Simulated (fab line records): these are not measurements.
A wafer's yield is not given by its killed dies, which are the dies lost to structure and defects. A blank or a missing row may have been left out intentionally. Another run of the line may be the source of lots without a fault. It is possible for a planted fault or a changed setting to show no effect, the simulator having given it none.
What tool caused it? ; flow nand_harc ; 12 lots, 36 wafers sampled, at 4 steps of a route of 1302

## WHAT THE GAUGES READ, wafer by wafer
NHARC_A_M0_INSPECT_11.
lot;measured;on;raw_defect_count
L075;day 23 07:37;defect_inspect-01;62 65 55
L078;day 24 01:32;defect_inspect-01;30 31 27
L080;day 25 06:04;defect_inspect-02;63 53 74
L081;day 25 19:45;defect_inspect-02;106 104 116
L083;day 26 06:11;defect_inspect-01;77 73 83
L085;day 27 03:50;defect_inspect-02;41 37 48
L087;day 27 16:34;defect_inspect-01;135 140 125
L089;day 28 13:51;defect_inspect-02;117 93 126
L091;day 29 13:00;defect_inspect-01;89 89 91
L093;day 30 16:00;defect_inspect-01;125 101 122
L095;day 31 12:05;defect_inspect-02;17 21 21
L097;day 32 03:08;defect_inspect-02;59 54 62

## TOOL THAT RAN EACH LOT (tool first, then ch and the chambers of the sampled wafers, then the start)
lot;NHARC_A_CONTACT_ETCH_31;NHARC_A_CONTACT_ETCH_98;NHARC_A_BLC_CMP_25
L075;rie_diel-05 ch 0,1,2, day 23 06:17 or earlier;rie_diel-05 ch 0,1,3, day 23 06:17 or earlier;cmp-03 ch 0,1, day 23 06:17
L078;rie_diel-05 ch 1,2,3, day 24 00:08 or earlier;rie_diel-05 ch 0,1,3, day 24 00:08 or earlier;cmp-03 ch 1,3, day 24 00:08
L080;rie_diel-05 ch 0,2,3, day 25 04:46 or earlier;rie_diel-10 ch 0,1,3, day 25 04:46 or earlier;cmp-03 ch 0,2,3, day 25 04:46
L081;rie_diel-10 ch 1,3, day 25 18:28 or earlier;rie_diel-01 ch 0,3, day 25 18:28 or earlier;cmp-03 ch 0,1,2, day 25 18:28
L083;rie_diel-05 ch 1,2, day 26 04:48 or earlier;rie_diel-10 ch 1,3, day 26 04:48 or earlier;cmp-01 ch 1,2,3, day 26 04:48
L085;rie_diel-10 ch 0,3, day 27 02:32 or earlier;rie_diel-10 ch 0,3, day 27 02:32 or earlier;cmp-03 ch 1,2, day 27 02:32
L087;rie_diel-05 ch 0,1,3, day 27 15:11 or earlier;rie_diel-05 ch 1,3, day 27 15:11 or earlier;cmp-03 ch 1,2,3, day 27 15:11
L089;rie_diel-05 ch 0,1, day 28 12:33 or earlier;rie_diel-01 ch 0,1, day 28 12:33 or earlier;cmp-03 ch 1,2, day 28 12:33
L091;rie_diel-05 ch 0,1,2, day 29 11:34 or earlier;rie_diel-05 ch 0,1,3, day 29 11:34 or earlier;cmp-03 ch 0,3, day 29 11:34
L093;rie_diel-01 ch 0,1,3, day 30 14:42 or earlier;rie_diel-05 ch 1,3, day 30 14:42 or earlier;cmp-03 ch 0,3, day 30 14:42
L095;rie_diel-01 ch 2,3, day 31 10:47 or earlier;rie_diel-05 ch 0,2,3, day 31 10:47 or earlier;cmp-03 ch 1,2,3, day 31 10:47
L097;rie_diel-05 ch 0,2,3, day 32 01:50 or earlier;rie_diel-10 ch 0,2,3, day 32 01:50 or earlier;cmp-01 ch 1,2,3, day 32 01:50
- NHARC_A_CONTACT_ETCH_31: etches the open film in O2/COS, target depth 2800 nm, time 728 s.
- NHARC_A_CONTACT_ETCH_98: etches the open film in C4F6/O2, target depth 20 nm, time 10 s.
- NHARC_A_BLC_CMP_25: polishes, t overpolish 30 s, target thk 150 nm.

## THE ANSWER, worked out from the rows above alone
Rule: usual is defined by the lots themselves. Put in order of their means at a reading, lots are off if they are a third of the lots or fewer, leave a main group of 4 or more, and stand apart from it by a gap of 3 or more times the standard deviation of the main group's means; of several such gaps the widest counts. If all means in a main group match to the digits the tables above print for the reading, that group is not used. A lot without any number at a reading at which 4 lots or more have one is off too. Any other lot the step has rows for is counted as sound.
None of the lots is off at any reading shown; this tells nothing.

## WHAT WAS PUT IN BY THE SIMULATOR
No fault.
